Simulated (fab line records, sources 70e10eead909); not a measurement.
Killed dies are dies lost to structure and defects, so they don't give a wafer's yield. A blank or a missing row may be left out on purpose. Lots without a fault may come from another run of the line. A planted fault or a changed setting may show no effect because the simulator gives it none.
fab line records | flow nand_harc | part 2 of 2: steps 5 to 6 of 6
record lots=24 wafers=72 last_day=24
route steps=1159 shown P_GATE@189 P_CONTACT@248 P_M0@275 P_M1@299
lots that met no fault: from a run of the same line without faults
start_h: hours from the record's first day to the start of the lot's first wafer shown | wait_h: hours since the lot's step before | " the same as in the row above | L1.1+2: a row that stands for several wafers | - no value, or no start given | * or withheld: withheld | < > ~ a bound
route shown NAME@n: a module of which the file shows steps, and the number in the route of the first | usual: mean/standard deviation of fault-free wafers | same: alike in all rows | chamber/n: place in a boat | sites: the reading at each site | _std_site: their standard deviation | _edge_site: outer sites' mean less inner sites' | radius_mm: how far each site lies from the wafer's centre | mask NAME#n: copy n | behind: the tool/chamber that last shaped the wafer | hold: why the lot was held/for how many hours/how that ended | device: the transistor (n, p or np) that didn't switch | end of line: the same wafers' tests at the end of the route | a step without rows: its recipe alone | killed: dies lost to structure and defects at the first sort, not the wafer's yield | map: a wafer's dies, x killed, . not, _ none there
set.NAME: the setting as run; set.NAME@STEP: as run at that earlier step | model.NAME: the simulator's own value behind a step, which no gauge read
steps of the route over a sample of lots; a table a step, a row a wafer
services: from which hour (start_h, from the record's first day; less than 0 if before it) a tool's chamber was out of use, for how many hours, and why
## steps
# step NHARC_P_M1_ETCH_35
# recipe target_depth_a=400 overetch_a=120 time_s=43.94 ion_energy_ev=200 n2_flow_sccm=150 h2_flow_sccm=150 ar_flow_sccm=0 rf_w=400 bias_w=150 chemistry=N2/H2
# usual drypump_motor_current_A=5.8/0.49 oes_product_au=0.995/0.0093 rf_vpp_V=429.2/2.4 showerhead_plenum_p_Torr=1.99/0.081 throttle_valve_pct=14.171/0.0098
# columns lot.wafer tool chamber start_h wait_h drypump_motor_current_A oes_product_au rf_hours_counter_h rf_vpp_V showerhead_plenum_p_Torr throttle_valve_pct
L074.2 rie_diel-12 3 123.44 0.1 5.2 0.983 5.5 430.4 2.04 14.155
L074.4 " 1 " " 6.0 0.998 6.7 426.2 1.91 14.178
L074.6 " 3 " " 5.2 0.997 - 429.5 2.04 14.136
L076.4 rie_diel-06 3 126.38 0.1 5.6 1.000 3.5 431.3 2.09 14.184
L076.6 " 1 " " 6.2 1.015 - 436.1 2.13 14.165
L076.5 " 2 " " 4.8 0.996 - 429.7 1.98 14.171
L075.1 rie_diel-06 1 130.82 0.1 6.2 1.004 5.1 431.7 2.13 14.173
L075.2 " 3 " " 5.6 1.000 3.6 433.0 2.09 14.162
L075.6 " 1 " " 6.2 1.003 - 432.9 2.13 14.178
L078.2 rie_diel-07 1 144.04 0.1 6.6 1.002 2.2 429.0 1.95 14.174
L078.4 " 2 " " 5.7 0.991 2.3 434.1 2.13 14.174
L078.5 " 3 " " 6.0 0.991 - 429.1 1.93 14.166
L077.1 rie_diel-07 3 146.15 0.1 6.0 0.999 2.4 428.3 1.93 14.179
L077.3 " 0 " " 5.5 0.985 1.9 427.8 1.91 14.161
L077.5 " 1 " " 6.5 1.009 - 428.4 1.95 14.175
L079.4 rie_diel-06 0 154.07 0.1 6.3 0.983 6.1 430.8 2.02 14.169
L079.6 " 0 " " 6.3 0.977 - 429.2 2.02 14.172
L079.5 " 1 " " 6.2 1.005 - 433.1 2.13 14.174
L080.4 rie_diel-06 2 154.85 0.1 4.8 0.990 5.7 429.3 1.98 14.161
L080.5 " 1 " " 6.2 0.998 - 431.1 2.13 14.168
L080.6 " 2 " " 4.9 0.989 - 428.9 1.98 14.187
L081.3 rie_diel-07 0 164.25 0.1 5.5 1.000 2.2 429.1 1.91 14.167
L081.1 " 2 " " 5.7 0.992 2.7 432.3 2.13 14.172
L081.6 " 3 " " 5.9 0.994 - 427.4 1.93 14.172
L082.2 rie_diel-06 0 165.39 0.1 6.3 0.974 6.4 428.9 2.02 14.158
L082.1 " 1 " " 6.2 1.012 7.1 432.7 2.13 14.165
L082.4 " 2 " " 4.8 0.992 5.8 430.3 1.98 14.165
L084.1 rie_diel-07 0 178.11 0.1 5.5 0.983 2.4 426.6 1.91 14.181
L084.2 " 1 " " 6.6 1.006 2.8 428.1 1.95 14.181
L084.3 " 3 " " 6.0 0.991 2.9 428.5 1.93 14.173
L083.1 rie_diel-07 1 178.89 0.1 6.6 1.007 2.9 429.1 1.95 14.163
L083.2 " 3 " " 6.0 1.001 3.0 427.6 1.93 14.166
L083.3 " 0 " " 5.5 0.997 2.5 426.5 1.91 14.156
L085.1 rie_diel-06 0 185.64 0.1 6.3 0.987 7.5 430.6 2.02 14.191
L085.2 " 3 " " 5.6 0.999 6.4 432.7 2.09 14.170
L085.5 " 0 " " 6.3 0.992 - 429.2 2.02 14.165
L086.3 rie_diel-07 2 197.36 0.1 5.7 0.983 3.1 434.0 2.13 14.171
L086.4 " 0 " " 5.5 0.995 2.7 426.4 1.91 14.183
L086.5 " 2 " " 5.7 0.985 - 432.5 2.13 14.177
L087.2 rie_diel-06 0 198.35 0.1 6.3 0.978 8.6 429.5 2.02 14.170
L087.1 " 2 " " 4.8 1.000 8.0 428.4 1.98 14.183
L087.6 " 3 " " 5.6 1.006 - 431.5 2.09 14.167
L088.1 rie_diel-07 3 215.52 0.1 6.0 0.992 3.7 427.0 1.93 14.165
L088.6 " 0 " " 5.5 1.000 - 425.0 1.91 14.169
L088.5 " 1 " " 6.6 0.998 - 427.9 1.95 14.158
L089.4 rie_diel-07 2 215.97 0.1 5.7 0.970 3.6 433.5 2.13 14.181
L089.1 " 1 " " 6.6 1.001 3.5 428.2 1.95 14.158
L089.5 " 3 " " 6.0 0.982 - 426.8 1.93 14.170
L090.1 rie_diel-07 1 218.32 0.1 6.6 1.012 3.7 427.7 1.95 14.184
L090.5 " 3 " " 6.0 1.002 - 428.2 1.93 14.174
L090.6 " 0 " " 5.5 0.993 - 427.6 1.91 14.154
L091.4 rie_diel-07 0 224.73 0.1 5.5 0.988 3.6 427.3 1.91 14.166
L091.1 " 2 " " 5.7 0.982 4.0 433.0 2.13 14.164
L091.5 " 0 " " 5.5 0.994 - 425.9 1.91 14.165
L092.3 rie_diel-12 3 231.43 0.1 5.2 0.997 2.6 431.0 2.03 14.165
L092.1 " 0 " " 6.1 0.989 2.3 429.4 1.97 14.160
L092.5 " 0 " " 6.1 0.984 - 427.3 1.97 14.185
L093.3 rie_diel-12 1 239.58 0.1 6.0 0.989 3.2 426.6 1.90 14.164
L093.2 " 3 " " 5.2 1.004 2.8 429.4 2.03 14.189
L093.6 " 1 " " 6.0 0.992 - 426.1 1.90 14.182
L094.2 rie_diel-12 2 240.46 0.1 5.2 0.985 3.5 428.3 1.90 14.168
L094.5 " 2 " " 5.2 0.993 - 426.7 1.90 14.173
L094.4 " 3 " " 5.2 0.998 - 431.4 2.03 14.176
L095.1 rie_diel-07 0 246.21 0.1 5.5 1.003 0.2 427.9 1.91 14.163
L095.4 " 3 " " 5.9 1.013 0.2 426.9 1.93 14.170
L095.5 " 1 " " 6.6 0.993 - 429.0 1.95 14.180
L097.1 rie_diel-12 3 250.62 0.1 5.2 0.995 3.9 429.6 2.03 14.165
L097.3 " 0 " " 6.1 0.983 3.7 429.4 1.97 14.158
L097.2 " 1 " " 6.0 1.000 3.3 425.1 1.90 14.163
L096.2 rie_diel-12 0 251.08 0.1 6.1 0.991 3.8 427.3 1.97 14.163
L096.4 " 2 " " 5.2 1.006 4.7 426.8 1.90 14.167
L096.5 " 0 " " 6.1 0.988 - 429.2 1.97 14.174
# step NHARC_P_M1_STRIP_18
# recipe power_w=1000 n2_flow_sccm=150 h2_flow_sccm=150 ar_flow_sccm=0 bias_w=0 chemistry=N2/H2
# usual drypump_motor_current_A=5.7/0.5 oes_product_au=0.997/0.0099 rf_vpp_V=90.6/0.93 showerhead_plenum_p_Torr=1.99/0.079 throttle_valve_pct=14.172/0.0088
# columns lot.wafer tool chamber start_h wait_h drypump_motor_current_A oes_product_au rf_hours_counter_h rf_vpp_V showerhead_plenum_p_Torr throttle_valve_pct
L074.4 rie_diel-07 1 123.72 0.1 6.6 1.015 2 91.0 1.95 14.182
L074.2 " 3 " " 6.0 1.002 2 91.4 1.93 14.193
L074.6 " 2 " " 5.7 0.995 - 91.9 2.13 14.180
L076.4 rie_diel-06 0 126.74 0.1 6.3 0.973 4 91.0 2.02 14.183
L076.5 " 1 " " 6.2 0.988 - 91.7 2.13 14.171
L076.6 " 2 " " 4.8 0.991 - 89.7 1.98 14.159
L075.1 rie_diel-06 3 131.12 0.1 5.6 0.994 4 91.3 2.09 14.175
L075.2 " 0 " " 6.3 0.977 4 89.0 2.02 14.168
L075.6 " 0 " " 6.3 0.976 - 89.4 2.02 14.170
L078.4 rie_diel-12 2 144.32 0.1 5.2 1.000 8 90.1 1.90 14.172
L078.2 " 1 " " 6.0 1.003 8 90.4 1.91 14.174
L078.5 " 3 " " 5.2 0.995 - 90.6 2.04 14.163
L077.1 rie_diel-12 0 146.48 0.1 6.1 0.992 7 89.6 1.97 14.165
L077.3 " 1 " " 6.0 0.992 8 90.3 1.91 14.161
L077.5 " 3 " " 5.2 0.979 - 89.8 2.04 14.192
L079.4 rie_diel-12 2 154.37 0.1 5.2 0.999 9 89.0 1.90 14.181
L079.6 " 2 " " 5.2 0.994 - 90.2 1.90 14.164
L079.5 " 3 " " 5.1 0.992 - 90.2 2.04 14.174
L080.4 rie_diel-12 2 155.13 0.1 5.2 1.000 9 90.9 1.90 14.171
L080.6 " 2 " " 5.2 0.992 - 90.9 1.90 14.172
L080.5 " 3 " " 5.2 0.990 - 91.0 2.04 14.177
L081.1 rie_diel-12 2 164.54 0.1 5.2 1.007 9 88.5 1.90 14.172
L081.3 " 1 " " 6.0 1.010 9 89.6 1.91 14.165
L081.6 " 2 " " 5.2 1.020 - 91.3 1.90 14.173
L082.1 rie_diel-07 1 165.68 0.1 6.6 1.002 3 91.7 1.95 14.160
L082.4 " 2 " " 5.6 0.984 3 90.3 2.13 14.173
L082.2 " 3 " " 6.0 0.992 3 89.1 1.93 14.180
L084.2 rie_diel-06 1 178.43 0.1 6.2 1.008 8 91.8 2.13 14.171
L084.1 " 2 " " 4.8 1.005 7 91.4 1.98 14.180
L084.3 " 0 " " 6.3 0.979 7 91.5 2.02 14.167
L083.3 rie_diel-06 0 179.22 0.1 6.3 0.992 7 90.0 2.02 14.165
L083.1 " 1 " " 6.2 1.010 8 91.6 2.12 14.174
L083.2 " 3 " " 5.6 0.998 6 90.9 2.09 14.193
L085.1 rie_diel-06 3 185.93 0.1 5.6 0.993 6 91.5 2.09 14.171
L085.2 " 1 " " 6.2 1.008 9 92.1 2.12 14.169
L085.5 " 3 " " 5.6 1.001 - 91.1 2.09 14.147
L086.4 rie_diel-07 2 197.66 0.1 5.7 0.971 3 91.9 2.13 14.181
L086.3 " 0 " " 5.5 0.988 3 90.8 1.91 14.169
L086.5 " 2 " " 5.7 0.977 - 90.1 2.13 14.159
L087.2 rie_diel-12 1 198.66 0.1 6.0 0.989 13 90.0 1.91 14.180
L087.1 " 3 " " 5.2 0.991 11 90.2 2.03 14.171
L087.6 " 1 " " 6.0 0.986 - 90.1 1.91 14.153
L088.1 rie_diel-12 3 215.82 0.1 5.2 1.012 1 90.3 2.03 14.167
L088.5 " 2 " " 5.2 1.012 - 89.7 1.90 14.169
L088.6 " 3 " " 5.2 1.001 - 91.2 2.03 14.174
L089.1 rie_diel-07 3 216.28 0.1 6.0 0.999 4 90.9 1.93 14.159
L089.4 " 0 " " 5.5 0.997 3 89.7 1.91 14.170
L089.5 " 3 " " 6.0 0.992 - 89.3 1.93 14.183
L090.1 rie_diel-12 1 218.63 0.1 6.0 0.989 2 89.5 1.91 14.169
L090.5 " 0 " " 6.1 0.995 - 91.0 1.97 14.170
L090.6 " 1 " " 6.0 0.999 - 91.1 1.91 14.174
L091.1 rie_diel-12 1 225.01 0.1 6.0 0.991 2 89.0 1.90 14.165
L091.4 " 0 " " 6.1 0.986 2 91.4 1.97 14.163
L091.5 " 1 " " 6.0 0.997 - 90.4 1.90 14.182
L092.1 rie_diel-12 3 231.72 0.1 5.1 0.994 3 90.7 2.03 14.184
L092.3 " 0 " " 6.1 0.990 2 91.5 1.97 14.166
L092.5 " 0 " " 6.1 0.996 - 91.5 1.97 14.161
L093.3 rie_diel-07 1 239.88 0.1 6.6 1.000 0 90.5 1.95 14.174
L093.2 " 2 " " 5.7 1.001 0 91.4 2.13 14.180
L093.6 " 1 " " 6.6 1.008 - 90.1 1.95 14.166
L094.2 rie_diel-12 2 240.78 0.1 5.2 0.990 4 88.9 1.90 14.173
L094.5 " 2 " " 5.2 1.001 - 90.6 1.90 14.165
L094.4 " 3 " " 5.2 1.004 - 91.3 2.03 14.189
L095.1 rie_diel-12 3 246.50 0.1 5.2 0.985 3 91.0 2.03 14.162
L095.4 " 3 " " 5.2 0.991 - 89.8 2.03 14.174
L095.5 " 2 " " 5.2 1.009 - 88.7 1.90 14.181
L097.1 rie_diel-06 3 250.91 0.1 5.6 1.000 0 89.5 2.08 14.177
L097.2 " 0 " " 6.3 1.000 0 90.5 2.02 14.194
L097.3 " 2 " " 4.8 1.001 0 89.7 1.98 14.173
L096.2 rie_diel-07 2 251.40 0.1 5.7 1.002 0 91.1 2.13 14.170
L096.4 " 3 " " 6.0 1.005 0 89.8 1.93 14.177
L096.5 " 1 " " 6.6 1.000 - 89.7 1.95 14.181
## services
# columns tool chamber start_h hours kind
pvd_sputter-02 - 83.75 1.4 repair
rie_diel-11 3 84.31 1.8 repair
rie_diel-11 0 90.82 5.3 repair
cvd_w-01 - 98.54 2.4 repair
rie_diel-13 - 99.00 9.0 pm
rie_diel-06 0 99.33 2.0 repair
plasma_asher-01 - 99.61 9.0 pm
pvd_sputter-03 - 102.00 10.0 pm
cvd_w-01 - 111.64 13.0 pm
rie_diel-11 2 115.21 4.2 repair
plasma_asher-02 - 125.13 3.3 repair
rie_diel-12 - 143.37 0.6 repair
cvd_w-02 - 150.27 1.4 repair
rie_diel-07 2 173.27 8.1 repair
plasma_asher-02 - 183.66 9.0 pm
pvd_sputter-02 - 188.30 6.9 repair
cvd_w-02 - 195.33 13.0 pm
rie_diel-12 - 202.56 9.0 pm
pvd_sputter-02 - 215.37 10.0 pm
rie_diel-07 - 228.20 9.0 pm
rie_diel-12 1 239.65 10.6 repair
rie_diel-13 3 240.82 10.0 repair
rie_diel-06 - 241.49 9.0 pm
rie_diel-12 3 241.92 3.9 repair
